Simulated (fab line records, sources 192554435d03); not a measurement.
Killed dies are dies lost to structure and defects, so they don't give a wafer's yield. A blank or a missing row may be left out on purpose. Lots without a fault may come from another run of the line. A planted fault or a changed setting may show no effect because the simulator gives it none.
fab line records | flow n5_finfet
record lots=24 wafers=72 last_day=18
route steps=1938 shown BEOL_M2@908 BEOL_M3@933
lots that met no fault: from a run of the same line without faults
start_h: hours from the record's first day to the start of the lot's first wafer shown | wait_h: hours since the lot's step before | " the same as in the row above | L1.1+2: a row that stands for several wafers | - no value, or no start given | * or withheld: withheld | < > ~ a bound
route shown NAME@n: a module of which the file shows steps, and the number in the route of the first | usual: mean/standard deviation of fault-free wafers | same: alike in all rows | chamber/n: place in a boat | sites: the reading at each site | _std_site: their standard deviation | _edge_site: outer sites' mean less inner sites' | radius_mm: how far each site lies from the wafer's centre | mask NAME#n: copy n | behind: the tool/chamber that last shaped the wafer | hold: why the lot was held/for how many hours/how that ended | device: the transistor (n, p or np) that didn't switch | end of line: the same wafers' tests at the end of the route | a step without rows: its recipe alone | killed: dies lost to structure and defects at the first sort, not the wafer's yield | map: a wafer's dies, x killed, . not, _ none there
set.NAME: the setting as run; set.NAME@STEP: as run at that earlier step | model.NAME: the simulator's own value behind a step, which no gauge read
steps of the route over a sample of lots; a table a step, a row a wafer
services: from which hour (start_h, from the record's first day; less than 0 if before it) a tool's chamber was out of use, for how many hours, and why
## steps
# step N5_BEOL_M2_SPUTTER_81
# recipe material=Cu target_thk_a=45 temp_c=-20 chamber_pressure_pa=0.07 power_w=withheld time_s=8.29
# usual throttle_valve_pct=30.0/1
# columns lot.wafer tool chamber start_h wait_h throttle_valve_pct
L074.2 pvd_sputter-01 - 140.13 0.1 31.4
L074.3 " - " " 28.4
L074.6 " - " " 28.5
L075.3 pvd_sputter-03 - 147.15 0.1 29.7
L075.4 " - " " 30.0
L075.5 " - " " 28.6
L076.1 pvd_sputter-03 - 150.91 0.1 28.5
L076.2 " - " " 29.6
L076.5 " - " " 30.3
L077.2 pvd_sputter-03 - 161.05 0.1 28.6
L077.4 " - " " 28.4
L077.5 " - " " 29.6
L078.2 pvd_sputter-01 - 166.12 0.1 30.5
L078.5 " - " " 28.1
L078.6 " - " " 31.4
L079.2 pvd_sputter-01 - 173.20 0.1 31.2
L079.3 " - " " 31.6
L079.4 " - " " 30.4
L080.1 pvd_sputter-01 - 185.12 0.1 31.3
L080.2 " - " " 31.5
L080.6 " - " " 31.4
L082.1 pvd_sputter-02 - 185.88 0.1 31.0
L082.2 " - " " 31.1
L082.4 " - " " 29.6
L083.1 pvd_sputter-01 - 186.96 0.1 31.3
L083.2 " - " " 28.4
L083.5 " - " " 31.2
L081.2 pvd_sputter-03 - 187.71 0.1 28.4
L081.3 " - " " 29.6
L081.4 " - " " 30.3
L084.1 pvd_sputter-03 - 198.96 0.1 28.6
L084.3 " - " " 29.8
L084.5 " - " " 30.2
L085.3 pvd_sputter-01 - 199.25 0.1 30.3
L085.5 " - " " 31.2
L085.6 " - " " 28.5
L086.1 pvd_sputter-03 - 224.62 0.1 29.3
L086.4 " - " " 29.6
L086.5 " - " " 29.5
L088.1 pvd_sputter-02 - 227.39 0.1 31.0
L088.2 " - " " 30.6
L088.4 " - " " 29.5
L087.1 pvd_sputter-01 - 228.09 0.1 30.5
L087.5 " - " " 31.4
L087.6 " - " " 30.6
L089.2 pvd_sputter-03 - 229.60 0.1 30.1
L089.4 " - " " 28.5
L089.5 " - " " 30.1
L090.1 pvd_sputter-02 - 230.89 0.1 29.4
L090.4 " - " " 30.4
L090.6 " - " " 30.5
L091.1 pvd_sputter-01 - 232.05 0.1 30.6
L091.2 " - " " 31.6
L091.4 " - " " 30.8
L092.3 pvd_sputter-03 - 243.81 0.1 29.6
L092.5 " - " " 28.8
L092.6 " - " " 29.2
L093.4 pvd_sputter-02 - 250.14 0.1 29.5
L093.5 " - " " 30.9
L093.6 " - " " 29.5
L095.1 pvd_sputter-02 - 271.51 0.1 30.4
L095.3 " - " " 31.1
L095.6 " - " " 31.1
L094.2 pvd_sputter-01 - 272.80 0.1 28.5
L094.4 " - " " 31.5
L094.5 " - " " 30.7
L096.1 pvd_sputter-03 - 275.28 0.1 29.8
L096.2 " - " " 30.1
L096.4 " - " " 29.3
L097.1 pvd_sputter-03 - 277.55 0.1 30.1
L097.4 " - " " 29.8
L097.6 " - " " 28.4
# step N5_BEOL_M2_ANNEAL_87
# recipe temp_c=400 time_s=240 ambient=vacuum
# usual heater_power_w=802/73
# columns lot.wafer tool chamber start_h wait_h heater_power_w
L074.2 pvd_sputter-01 - 140.43 0.0 886
L074.3 " - " " 829
L074.6 " - " " 836
L075.3 pvd_sputter-03 - 147.45 0.0 846
L075.4 " - " " 762
L075.5 " - " " 754
L076.1 pvd_sputter-03 - 151.21 0.0 763
L076.2 " - " " 841
L076.5 " - " " 766
L077.2 pvd_sputter-03 - 161.35 0.0 778
L077.4 " - " " 739
L077.5 " - " " 842
L078.2 pvd_sputter-01 - 166.42 0.0 864
L078.5 " - " " 821
L078.6 " - " " 890
L079.2 pvd_sputter-01 - 173.50 0.0 867
L079.3 " - " " 708
L079.4 " - " " 877
L080.1 pvd_sputter-01 - 185.42 0.0 719
L080.2 " - " " 878
L080.6 " - " " 851
L082.1 pvd_sputter-02 - 186.18 0.0 722
L082.2 " - " " 777
L082.4 " - " " 828
L083.1 pvd_sputter-01 - 187.26 0.0 883
L083.2 " - " " 832
L083.5 " - " " 709
L081.2 pvd_sputter-03 - 188.01 0.0 737
L081.3 " - " " 825
L081.4 " - " " 727
L084.1 pvd_sputter-03 - 199.26 0.0 748
L084.3 " - " " 773
L084.5 " - " " 744
L085.3 pvd_sputter-01 - 199.55 0.0 860
L085.5 " - " " 714
L085.6 " - " " 815
L086.1 pvd_sputter-03 - 224.92 0.0 720
L086.4 " - " " 841
L086.5 " - " " 841
L088.1 pvd_sputter-02 - 227.69 0.0 783
L088.2 " - " " 1005
L088.4 " - " " 818
L087.1 pvd_sputter-01 - 228.39 0.0 852
L087.5 " - " " 862
L087.6 " - " " 851
L089.2 pvd_sputter-03 - 229.90 0.0 772
L089.4 " - " " 749
L089.5 " - " " 777
L090.1 pvd_sputter-02 - 231.19 0.0 815
L090.4 " - " " 1013
L090.6 " - " " 994
L091.1 pvd_sputter-01 - 232.35 0.0 857
L091.2 " - " " 849
L091.4 " - " " 708
L092.3 pvd_sputter-03 - 244.11 0.0 832
L092.5 " - " " 755
L092.6 " - " " 760
L093.4 pvd_sputter-02 - 250.44 0.0 832
L093.5 " - " " 705
L093.6 " - " " 805
L095.1 pvd_sputter-02 - 271.81 0.0 1010
L095.3 " - " " 701
L095.6 " - " " 788
L094.2 pvd_sputter-01 - 273.10 0.0 816
L094.4 " - " " 689
L094.5 " - " " 847
L096.1 pvd_sputter-03 - 275.58 0.0 824
L096.2 " - " " 776
L096.4 " - " " 727
L097.1 pvd_sputter-03 - 277.85 0.0 780
L097.4 " - " " 847
L097.6 " - " " 757
# step N5_BEOL_M3_PECVD_72
# recipe material=SiO2 target_thk_a=160 temp_c=400 precursor=TEOS/O2 pressure_torr=5.5 rf_w=450 teos_flow_sccm=53.8 gas=O2 flow_sccm=3000 time_s=18
# usual heater_power_w=799/110 rf_fwd_power_W=444.1/2.1 showerhead_plenum_p_Torr=8.80/0.07 throttle_valve_pct=22.5/0.8
# columns lot.wafer tool chamber start_h wait_h heater_power_w rf_fwd_power_W showerhead_plenum_p_Torr since_wet_clean_h throttle_valve_pct
L074.2 pecvd-03 0 142.66 0.0 726 445.8 8.84 665 21.8
L074.3 " 2 " " 781 446.3 8.73 2115 22.4
L074.6 " 0 " " 715 443.3 8.83 - 22.2
L075.3 pecvd-02 2 149.68 0.0 615 446.1 8.84 93 22.7
L075.4 " 0 " " 731 443.8 8.85 - 22.2
L075.5 " 2 " " 617 445.1 8.83 - 22.8
L076.1 pecvd-02 1 153.71 0.0 918 443.0 8.85 1583 23.5
L076.2 " 0 " " 621 441.9 8.88 858 22.2
L076.5 " 2 " " 575 445.0 8.84 - 22.5
L077.2 pecvd-04 0 163.59 0.0 945 444.9 8.78 1049 23.7
L077.4 " 1 " " 853 442.7 8.68 - 22.7
L077.5 " 2 " " 859 447.3 8.90 - 21.1
L078.2 pecvd-03 2 168.66 0.0 641 443.8 8.72 2141 22.2
L078.5 " 0 " " 866 443.0 8.83 - 22.1
L078.6 " 2 " " 638 444.5 8.74 - 22.6
L079.2 pecvd-02 2 176.24 0.0 663 445.1 8.84 120 22.6
L079.3 " 1 " " 833 444.9 8.86 1605 23.3
L079.4 " 1 " " 818 446.7 8.84 - 23.4
L080.1 pecvd-03 1 187.68 0.0 950 439.7 8.72 1435 23.3
L080.2 " 2 " " 784 444.4 8.71 2160 22.3
L080.6 " 2 " " 765 448.2 8.72 - 22.4
L082.1 pecvd-03 0 188.52 0.0 856 444.4 8.85 711 22.0
L082.2 " 2 " " 678 444.5 8.72 2161 22.5
L082.4 " 1 " " 953 437.6 8.73 - 23.2
L083.1 pecvd-02 2 189.89 0.0 609 441.4 8.85 133 22.4
L083.2 " 1 " " 868 442.0 8.81 1619 23.4
L083.5 " 2 " " 586 443.6 8.83 - 22.7
L081.2 pecvd-04 1 191.10 0.0 820 442.4 8.68 1801 22.9
L081.3 " 0 " " 931 445.8 8.78 1076 23.7
L081.4 " 2 " " 802 445.3 8.91 - 21.0
L084.1 pecvd-02 2 201.56 0.0 668 446.2 8.85 145 22.5
L084.3 " 1 " " 937 444.2 8.82 1630 23.5
L084.5 " 1 " " 946 441.3 8.82 - 23.4
L085.3 pecvd-02 2 201.84 0.0 616 444.6 8.83 145 22.4
L085.5 " 1 " " 817 444.3 8.82 - 23.5
L085.6 " 0 " " 678 442.6 8.90 - 22.4
L086.1 pecvd-02 0 227.56 0.0 708 442.7 8.88 931 22.6
L086.4 " 2 " " 634 446.2 8.84 - 22.7
L086.5 " 1 " " 839 443.9 8.84 - 23.4
L088.1 pecvd-02 0 229.95 0.0 656 443.5 8.86 934 22.3
L088.2 " 1 " " 918 444.9 8.85 1659 23.5
L088.4 " 1 " " 916 443.7 8.83 - 23.1
L087.1 pecvd-04 1 230.93 0.0 827 443.5 8.67 1841 22.5
L087.5 " 2 " " 873 445.9 8.90 - 20.9
L087.6 " 0 " " 940 445.4 8.78 - 23.6
L089.2 pecvd-04 1 232.16 0.0 818 443.6 8.66 1842 23.0
L089.4 " 0 " " 812 445.1 8.76 - 23.7
L089.5 " 2 " " 830 445.8 8.91 - 21.1
L090.1 pecvd-03 0 233.43 0.0 778 443.8 8.82 756 21.9
L090.4 " 0 " " 764 445.6 8.83 - 22.4
L090.6 " 2 " " 682 445.9 8.72 - 21.0
L091.1 pecvd-03 2 234.70 0.0 772 444.3 8.69 3 20.8
L091.2 " 1 " " 904 440.3 8.73 1482 23.1
L091.4 " 0 " " 858 446.7 8.83 - 22.5
L092.3 pecvd-04 1 246.51 0.0 738 442.6 8.65 1857 22.7
L092.5 " 0 " " 906 445.7 8.77 - 23.5
L092.6 " 1 " " 745 442.0 8.68 - 22.6
L093.4 pecvd-04 0 252.69 0.1 958 444.3 8.78 - 23.7
L093.5 " 1 " " 762 444.8 8.67 - 22.5
L093.6 " 2 " " 813 446.0 8.89 - 21.3
L095.1 pecvd-03 2 274.05 0.0 699 446.8 8.72 42 21.2
L095.3 " 0 " " 858 444.2 8.84 797 22.2
L095.6 " 1 " " 932 440.9 8.72 - 23.1
L094.2 pecvd-04 1 275.55 0.0 867 444.1 8.68 1886 22.8
L094.4 " 0 " " 948 446.5 8.77 - 23.6
L094.5 " 1 " " 871 444.4 8.65 - 22.7
L096.1 pecvd-02 0 278.63 0.0 771 445.0 8.88 983 22.4
L096.2 " 2 " " 632 444.2 8.85 222 22.7
L096.4 " 0 " " 778 442.0 8.85 - 22.6
L097.1 pecvd-03 1 280.08 0.0 940 440.8 8.73 1528 23.0
L097.4 " 2 " " 683 444.4 8.71 - 20.8
L097.6 " 1 " " 906 439.4 8.75 - 23.2
# step N5_BEOL_M3_STRIP_66
# recipe chemistry=CF4 resist=SiARC power_w=300 bias_power_w=75 pressure_mtorr=50 cf4_flow_sccm=150 rf_frequency_hz=6e+07
# usual drypump_motor_current_A=5.7/0.55 oes_product_au=0.83/0.084 rf_fwd_power_W=292.6/0.91 rf_vpp_V=272.2/1.6 showerhead_plenum_p_Torr=1.84/0.055 throttle_valve_pct=13.44/0.26
# columns lot.wafer tool chamber start_h wait_h drypump_motor_current_A oes_product_au rf_fwd_power_W rf_hours_counter_h rf_vpp_V showerhead_plenum_p_Torr throttle_valve_pct
L074.2 rie_diel-04 1 143.57 0.0 4.7 0.69 292.2 239 273.5 1.83 13.42
L074.3 " 0 " " 6.4 0.87 293.5 26 273.4 1.83 13.58
L074.6 " 1 " " 4.7 0.70 292.1 - 271.2 1.83 13.44
L075.3 rie_diel-04 2 152.41 0.0 5.4 0.91 292.3 18 273.2 1.90 13.28
L075.4 " 0 " " 6.5 0.86 292.2 29 271.2 1.83 13.57
L075.5 " 3 " " 5.5 0.90 291.0 - 271.8 1.83 13.12
L076.1 rie_diel-06 2 155.31 0.0 5.5 0.91 295.2 8 269.6 1.77 13.05
L076.2 " 1 " " 6.8 0.70 292.6 201 271.2 1.86 13.85
L076.5 " 0 " " 5.9 0.92 292.5 - 272.1 1.82 13.18
L077.2 rie_diel-03 1 165.18 0.0 5.4 0.74 292.5 185 272.1 1.85 13.70
L077.4 " 0 " " 5.9 0.97 291.7 - 273.9 1.91 13.22
L077.5 " 2 " " 5.1 0.70 292.2 - 268.2 1.72 13.85
L078.2 rie_diel-03 3 170.75 0.0 6.2 0.90 291.4 12 273.8 1.90 13.43
L078.5 " 2 " " 5.1 0.70 292.7 - 270.5 1.72 13.87
L078.6 " 1 " " 5.4 0.74 291.9 - 273.0 1.85 13.69
L079.2 rie_diel-04 1 178.28 0.0 4.7 0.68 293.2 249 270.3 1.83 13.43
L079.3 " 2 " " 5.4 0.89 292.6 26 273.7 1.89 13.29
L079.4 " 0 " " 6.4 0.85 292.3 37 270.0 1.82 13.61
L080.1 rie_diel-06 0 189.05 0.0 5.9 0.91 291.6 25 271.8 1.82 13.20
L080.2 " 2 " " 5.5 0.89 293.0 18 269.8 1.77 13.09
L080.6 " 0 " " 5.9 0.89 291.8 - 270.3 1.82 13.21
L082.1 rie_diel-03 1 189.96 0.0 5.4 0.74 291.0 193 271.5 1.85 13.70
L082.2 " 3 " " 6.2 0.88 291.8 18 274.0 1.90 13.46
L082.4 " 2 " " 5.1 0.69 293.1 231 270.0 1.72 13.89
L083.1 rie_diel-04 2 191.04 0.0 5.4 0.88 292.5 30 272.8 1.89 13.31
L083.2 " 3 " " 5.5 0.87 291.8 25 274.1 1.82 13.16
L083.5 " 0 " " 6.4 0.85 294.1 - 271.3 1.82 13.60
L081.2 rie_diel-03 0 194.09 0.0 5.9 0.94 292.2 13 273.0 1.91 13.24
L081.3 " 2 " " 5.1 0.70 293.5 232 268.9 1.72 13.89
L081.4 " 3 " " 6.2 0.88 293.2 19 274.6 1.90 13.46
L084.1 rie_diel-04 0 204.57 0.0 6.4 0.84 291.9 48 272.1 1.82 13.60
L084.3 " 2 " " 5.4 0.87 291.9 37 271.6 1.89 13.33
L084.5 " 0 " " 6.5 0.84 292.6 - 272.5 1.82 13.60
L085.3 rie_diel-06 3 205.08 0.0 6.0 0.76 292.6 150 272.6 1.80 13.52
L085.5 " 1 " " 6.8 0.69 292.1 - 270.9 1.85 13.89
L085.6 " 0 " " 5.9 0.89 294.0 - 271.8 1.81 13.23
L086.1 rie_diel-06 0 229.59 0.0 5.9 0.87 293.7 37 270.9 1.81 13.22
L086.4 " 1 " " 6.7 0.69 292.3 222 272.3 1.85 13.88
L086.5 " 2 " " 5.6 0.86 291.5 - 270.5 1.76 13.10
L088.1 rie_diel-04 0 231.33 0.0 6.4 0.82 295.0 55 272.6 1.82 13.63
L088.2 " 3 " " 5.5 0.85 290.8 39 271.8 1.82 13.19
L088.4 " 1 " " 4.7 0.92 291.8 7 271.7 1.83 12.90
L087.1 rie_diel-06 0 232.47 0.0 5.9 0.87 293.2 39 272.5 1.81 13.24
L087.5 " 0 " " 5.9 0.87 292.7 - 272.6 1.81 13.25
L087.6 " 3 " " 5.9 0.75 293.3 - 272.2 1.80 13.54
L089.2 rie_diel-03 0 233.59 0.0 5.8 0.91 290.4 25 273.5 1.90 13.26
L089.4 " 3 " " 6.2 0.86 292.6 - 273.6 1.90 13.47
L089.5 " 2 " " 5.1 0.69 293.1 - 267.7 1.71 13.91
L090.1 rie_diel-03 0 234.48 0.0 5.9 0.91 294.0 26 275.9 1.90 13.25
L090.4 " 2 " " 5.1 0.68 291.1 - 268.8 1.71 13.91
L090.6 " 0 " " 5.9 0.91 294.0 - 273.7 1.90 13.26
L091.1 rie_diel-04 1 235.82 0.0 4.6 0.92 294.2 9 272.4 1.83 12.91
L091.2 " 0 " " 6.4 0.83 292.9 57 271.1 1.82 13.63
L091.4 " 2 " " 5.4 0.85 292.7 47 272.5 1.89 13.34
L092.3 rie_diel-04 1 248.24 0.0 4.7 0.90 292.1 13 271.5 1.82 12.92
L092.5 " 3 " " 5.5 0.84 293.6 - 271.4 1.82 13.20
L092.6 " 0 " " 6.4 0.83 293.4 - 272.1 1.82 13.65
L093.4 rie_diel-03 3 257.25 0.0 6.2 0.85 292.4 - 273.7 1.90 13.49
L093.5 " 0 " " 5.9 0.89 293.3 - 273.4 1.90 13.25
L093.6 " 1 " " 5.4 0.72 292.3 - 272.6 1.84 13.75
L095.1 rie_diel-03 0 275.48 0.0 5.9 0.89 291.4 39 273.7 1.90 13.30
L095.3 " 1 " " 5.4 0.72 291.5 218 272.8 1.84 13.77
L095.6 " 0 " " 5.9 0.89 292.0 - 276.0 1.90 13.28
L094.2 rie_diel-03 1 277.13 0.0 5.4 0.72 291.7 219 272.2 1.84 13.75
L094.4 " 3 " " 6.2 0.83 292.2 44 274.6 1.89 13.52
L094.5 " 0 " " 5.9 0.88 292.7 - 273.8 1.90 13.30
L096.1 rie_diel-03 0 280.12 0.0 5.8 0.89 293.7 41 273.7 1.90 13.29
L096.2 " 1 " " 5.4 0.71 293.2 220 272.8 1.84 13.77
L096.4 " 2 " " 5.1 0.92 295.1 4 273.4 1.92 13.35
L097.1 rie_diel-06 2 284.12 0.0 5.5 0.84 293.8 47 270.2 1.76 13.15
L097.4 " 0 " " 5.9 0.85 292.8 55 271.5 1.81 13.27
L097.6 " 1 " " 6.7 0.67 290.7 - 272.1 1.84 13.93
# step N5_BEOL_M3_STRIP_19
# recipe chemistry=O2 power_w=400 temp_c=40 pressure_mtorr=30 rf_frequency_hz=6e+07 bias_power_w=0 overash_fraction=0.2 o2_flow_sccm=225
# usual drypump_motor_current_A=5.8/0.54 oes_product_au=0.83/0.098 rf_vpp_V=3.7/0.44 showerhead_plenum_p_Torr=2.15/0.074 throttle_valve_pct=16.57/0.25
# columns lot.wafer tool chamber start_h wait_h drypump_motor_current_A oes_product_au rf_hours_counter_h rf_vpp_V showerhead_plenum_p_Torr throttle_valve_pct
L074.2 rie_diel-04 3 143.73 0.1 5.5 0.93 9 3.1 2.13 16.19
L074.3 " 1 " " 4.7 0.70 239 3.2 2.16 16.50
L074.6 " 0 " " 6.4 0.91 - 4.0 2.15 16.80
L075.3 rie_diel-04 3 152.56 0.1 5.5 0.91 11 4.2 2.13 16.21
L075.4 " 1 " " 4.7 0.70 242 3.5 2.16 16.51
L075.5 " 2 " " 5.4 0.92 - 3.2 2.23 16.42
L076.1 rie_diel-06 0 155.49 0.1 5.9 0.93 15 4.0 2.17 16.52
L076.2 " 3 " " 6.0 0.78 135 2.6 2.10 16.53
L076.5 " 0 " " 5.9 0.93 - 3.8 2.17 16.53
L077.2 rie_diel-04 1 165.33 0.1 4.7 0.70 245 4.1 2.16 16.51
L077.4 " 2 " " 5.4 0.90 22 3.6 2.23 16.44
L077.5 " 1 " " 4.7 0.70 - 3.4 2.16 16.52
L078.2 rie_diel-06 3 170.91 0.1 6.0 0.78 140 3.7 2.10 16.53
L078.5 " 2 " " 5.5 0.92 - 4.0 2.06 16.17
L078.6 " 1 " " 6.8 0.69 - 3.4 2.15 16.83
L079.2 rie_diel-06 1 178.43 0.1 6.8 0.68 208 4.3 2.15 16.84
L079.3 " 0 " " 5.9 0.91 22 3.8 2.17 16.52
L079.4 " 3 " " 5.9 0.76 142 3.7 2.10 16.54
L080.1 rie_diel-04 2 189.20 0.1 5.4 0.90 30 4.2 2.23 16.45
L080.2 " 3 " " 5.5 0.90 24 3.4 2.13 16.23
L080.6 " 2 " " 5.4 0.90 - 3.2 2.23 16.44
L082.1 rie_diel-03 3 190.20 0.2 6.2 0.91 18 3.8 2.24 16.64
L082.2 " 2 " " 5.1 0.69 231 4.2 1.99 16.92
L082.4 " 1 " " 5.4 0.73 193 3.7 2.18 16.81
L083.1 rie_diel-03 1 191.31 0.2 5.4 0.74 193 3.6 2.18 16.83
L083.2 " 2 " " 5.1 0.68 231 4.1 1.99 16.92
L083.5 " 1 " " 5.4 0.75 - 4.1 2.18 16.82
L081.2 rie_diel-06 1 194.24 0.1 6.8 0.69 214 3.7 2.15 16.82
L081.3 " 3 " " 6.0 0.77 147 3.4 2.10 16.57
L081.4 " 0 " " 5.9 0.90 27 3.6 2.17 16.55
L084.1 rie_diel-03 3 204.81 0.2 6.2 0.90 23 3.9 2.24 16.63
L084.3 " 0 " " 5.8 0.95 17 4.1 2.23 16.33
L084.5 " 2 " " 5.1 0.68 - 3.3 1.99 16.91
L085.3 rie_diel-06 2 205.36 0.2 5.5 0.89 23 3.3 2.06 16.16
L085.5 " 1 " " 6.7 0.68 - 3.0 2.15 16.84
L085.6 " 2 " " 5.5 0.89 - 3.2 2.06 16.18
L086.1 rie_diel-06 2 229.74 0.1 5.5 0.87 30 3.3 2.05 16.20
L086.4 " 3 " " 5.9 0.77 157 4.0 2.10 16.57
L086.5 " 2 " " 5.5 0.88 - 3.1 2.05 16.18
L088.1 rie_diel-03 0 231.49 0.1 5.9 0.94 24 3.7 2.22 16.33
L088.2 " 3 " " 6.2 0.88 30 4.0 2.23 16.64
L088.4 " 2 " " 5.1 0.68 - 4.0 1.99 16.95
L087.1 rie_diel-03 0 232.64 0.1 5.8 0.94 25 2.9 2.22 16.33
L087.5 " 3 " " 6.2 0.88 - 3.4 2.23 16.66
L087.6 " 0 " " 5.9 0.95 - 3.2 2.22 16.33
L089.2 rie_diel-06 2 233.75 0.1 5.5 0.88 32 3.5 2.05 16.20
L089.4 " 0 " " 5.9 0.88 39 3.8 2.16 16.58
L089.5 " 2 " " 5.5 0.88 - 3.1 2.05 16.20
L090.1 rie_diel-03 3 234.63 0.1 6.2 0.89 32 3.6 2.23 16.63
L090.4 " 2 " " 5.1 0.68 245 2.8 1.99 16.95
L090.6 " 1 " " 5.4 0.73 - 3.0 2.18 16.84
L091.1 rie_diel-03 3 235.97 0.1 6.2 0.88 32 3.9 2.23 16.63
L091.2 " 0 " " 5.9 0.93 26 4.0 2.22 16.34
L091.4 " 2 " " 5.1 0.68 245 4.2 1.99 16.94
L092.3 rie_diel-06 1 248.47 0.1 6.8 0.67 228 4.3 2.14 16.86
L092.5 " 2 " " 5.5 0.88 - 3.7 2.05 16.18
L092.6 " 3 " " 6.0 0.74 - 3.6 2.10 16.59
L093.4 rie_diel-03 3 257.45 0.1 6.2 0.86 - 3.9 2.23 16.65
L093.5 " 1 " " 5.4 0.72 - 4.0 2.17 16.83
L093.6 " 0 " " 5.9 0.91 - 4.4 2.22 16.36
L095.1 rie_diel-06 1 275.86 0.3 6.7 0.66 237 3.3 2.14 16.87
L095.3 " 0 " " 5.9 0.87 51 4.1 2.16 16.58
L095.6 " 2 " " 5.4 0.85 - 3.9 2.05 16.22
L094.2 rie_diel-03 2 277.65 0.4 5.1 0.95 3 3.3 2.25 16.45
L094.4 " 0 " " 5.9 0.91 40 3.5 2.22 16.36
L094.5 " 3 " " 6.2 0.86 - 3.2 2.23 16.68
L096.1 rie_diel-03 1 280.28 0.1 5.4 0.72 220 3.7 2.17 16.86
L096.2 " 0 " " 5.8 0.90 41 4.2 2.22 16.36
L096.4 " 3 " " 6.2 0.85 46 3.6 2.23 16.69
L097.1 rie_diel-04 0 284.27 0.1 6.4 0.83 70 4.1 2.13 16.89
L097.4 " 2 " " 5.4 0.85 60 4.0 2.22 16.52
L097.6 " 2 " " 5.4 0.85 - 3.8 2.22 16.50
# step N5_BEOL_M3_CD_MEAS_18
# recipe pitch_nm=36 target_cd_nm=18
# usual cd_nm=18.0/0.36
# columns lot.wafer tool chamber start_h wait_h cd_nm
L074.2 cd_sem-01 - 143.80 0.1 18.0
L074.3 " - " " 18.6
L074.6 " - " " 18.3
L075.3 cd_sem-01 - 152.63 0.1 18.3
L075.4 " - " " 17.7
L075.5 " - " " 18.4
L076.1 cd_sem-02 - 155.56 0.0 18.1
L076.2 " - " " 18.1
L076.5 " - " " 18.0
L077.2 cd_sem-03 - 165.40 0.1 17.3
L077.4 " - " " 18.1
L077.5 " - " " 17.8
L078.2 cd_sem-03 - 170.98 0.1 17.8
L078.5 " - " " 17.7
L078.6 " - " " 17.4
L079.2 cd_sem-02 - 178.50 0.1 17.8
L079.3 " - " " 17.7
L079.4 " - " " 18.0
L080.1 cd_sem-02 - 189.27 0.0 18.1
L080.2 " - " " 18.2
L080.6 " - " " 17.9
L082.1 cd_sem-03 - 190.28 0.1 17.5
L082.2 " - " " 18.1
L082.4 " - " " 17.6
L083.1 cd_sem-03 - 191.38 0.0 18.3
L083.2 " - " " 17.7
L083.5 " - " " 17.6
L081.2 cd_sem-01 - 194.31 0.1 18.2
L081.3 " - " " 18.2
L081.4 " - " " 18.3
L084.1 cd_sem-03 - 204.88 0.0 18.2
L084.3 " - " " 18.3
L084.5 " - " " 18.1
L085.3 cd_sem-03 - 205.44 0.1 17.7
L085.5 " - " " 17.7
L085.6 " - " " 17.8
L086.1 cd_sem-01 - 229.81 0.0 18.0
L086.4 " - " " 17.8
L086.5 " - " " 19.2
L088.1 cd_sem-01 - 231.56 0.0 18.5
L088.2 " - " " 17.8
L088.4 " - " " 17.7
L087.1 cd_sem-02 - 232.71 0.0 17.8
L087.5 " - " " 17.5
L087.6 " - " " 18.1
L089.2 cd_sem-03 - 233.82 0.1 18.3
L089.4 " - " " 17.6
L089.5 " - " " 18.2
L090.1 cd_sem-02 - 234.70 0.0 17.7
L090.4 " - " " 17.7
L090.6 " - " " 17.6
L091.1 cd_sem-01 - 236.04 0.0 17.7
L091.2 " - " " 18.2
L091.4 " - " " 17.9
L092.3 cd_sem-03 - 248.54 0.1 17.9
L092.5 " - " " 17.8
L092.6 " - " " 18.2
L093.4 cd_sem-02 - 257.50 0.0 18.3
L093.5 " - " " 17.7
L093.6 " - " " 17.6
L095.1 cd_sem-01 - 275.93 0.0 18.1
L095.3 " - " " 17.1
L095.6 " - " " 18.5
L094.2 cd_sem-02 - 277.73 0.1 18.4
L094.4 " - " " 18.7
L094.5 " - " " 18.0
L096.1 cd_sem-01 - 280.35 0.0 17.4
L096.2 " - " " 17.2
L096.4 " - " " 18.2
L097.1 cd_sem-01 - 284.34 0.0 18.4
L097.4 " - " " 18.6
L097.6 " - " " 18.4
## services
# columns tool chamber start_h hours kind
rie_diel-03 0 128.83 - clean
rie_diel-03 0 128.83 - consumable_replace:focus_ring
rie_diel-03 0 128.83 - consumable_replace:showerhead
rie_diel-03 0 128.83 26.8 scheduled_down
rie_diel-03 0 128.83 26.8 vent_cycle
pecvd-04 - 169.48 6.0 pm
rie_diel-04 1 179.78 2.1 repair
pecvd-02 - 181.92 2.8 pm
rie_diel-04 1 183.93 - clean
rie_diel-04 1 183.93 - consumable_replace:focus_ring
rie_diel-04 1 183.93 21.3 scheduled_down
rie_diel-04 1 183.93 21.3 vent_cycle
pecvd-02 - 207.67 14.6 pm
rie_diel-03 1 231.32 3.0 repair
pecvd-03 - 231.62 0.9 repair
pecvd-02 0 234.62 16.0 repair
rie_diel-06 2 238.25 3.6 repair
rie_diel-03 2 254.58 - clean
rie_diel-03 2 254.58 - consumable_replace:focus_ring
rie_diel-03 2 254.58 - consumable_replace:showerhead
rie_diel-03 2 254.58 14.9 scheduled_down
rie_diel-03 2 254.58 14.9 vent_cycle
rie_diel-04 - 275.75 2.8 pm
pecvd-04 - 279.00 2.8 pm
## key
fault none
